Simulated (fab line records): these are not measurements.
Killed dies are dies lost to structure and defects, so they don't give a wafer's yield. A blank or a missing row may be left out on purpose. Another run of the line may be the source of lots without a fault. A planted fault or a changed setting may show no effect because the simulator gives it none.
Chamber matching    flow n5-finfet    3 sister chambers for N5_FIN_SAQP_HM_DEP_03 on pecvd-04
The step deposits SiNx from SiH4/NH3/N2, target thk 38 nm, time 33.6 s. 6 wafers are shown with their chamber, then 7 later ones without.

## WAFERS, EACH WITH ITS CHAMBER
wafer   chamber  throttle-valve-pct (%)  showerhead-plenum-p-Torr (Torr)
L080.6  2        36.3                    5.07
L082.1  1        40.2                    5.17
L082.5  0        36.2                    5.17
L082.6  1        40.3                    5.16
L083.1  2        36.2                    5.07
L083.3  0        36.0                    5.20

## WAFERS MISSING THEIR CHAMBER
wafer   throttle-valve-pct (%)  showerhead-plenum-p-Torr (Torr)
L083.4  36.0                    5.17
L086.2  36.3                    5.08
L086.3  36.2                    5.17
L086.4  36.4                    5.09
L093.2  36.3                    5.18
L093.3  36.6                    5.10
L093.4  40.2                    5.16

## WHICH CHAMBER EACH ONE RAN IN
wafer   from the rows above  in truth
L083.4  0                    0
L086.2  2                    2
L086.3  0                    0
L086.4  2                    2
L093.2  0                    0
L093.3  2                    2
L093.4  1                    1
Correct placement for 7 of the 7. Number that these rows cannot place: 0. 0 placed wrongly.
How it was worked out, from the rows above alone: a wafer's distance from a chamber is the root of the sum, over the readings, of the square of ((its reading less the chamber's mean) divided by the reading's scatter). The wafer belongs to the nearest chamber; if the next one is less than 2 further off, it can't be placed. Each chamber's mean is taken over the wafers shown for it. The scatter: the root of (the sum of the squares of (reading less its chamber's mean) over the shown wafers, divided by (wafers less chambers)).
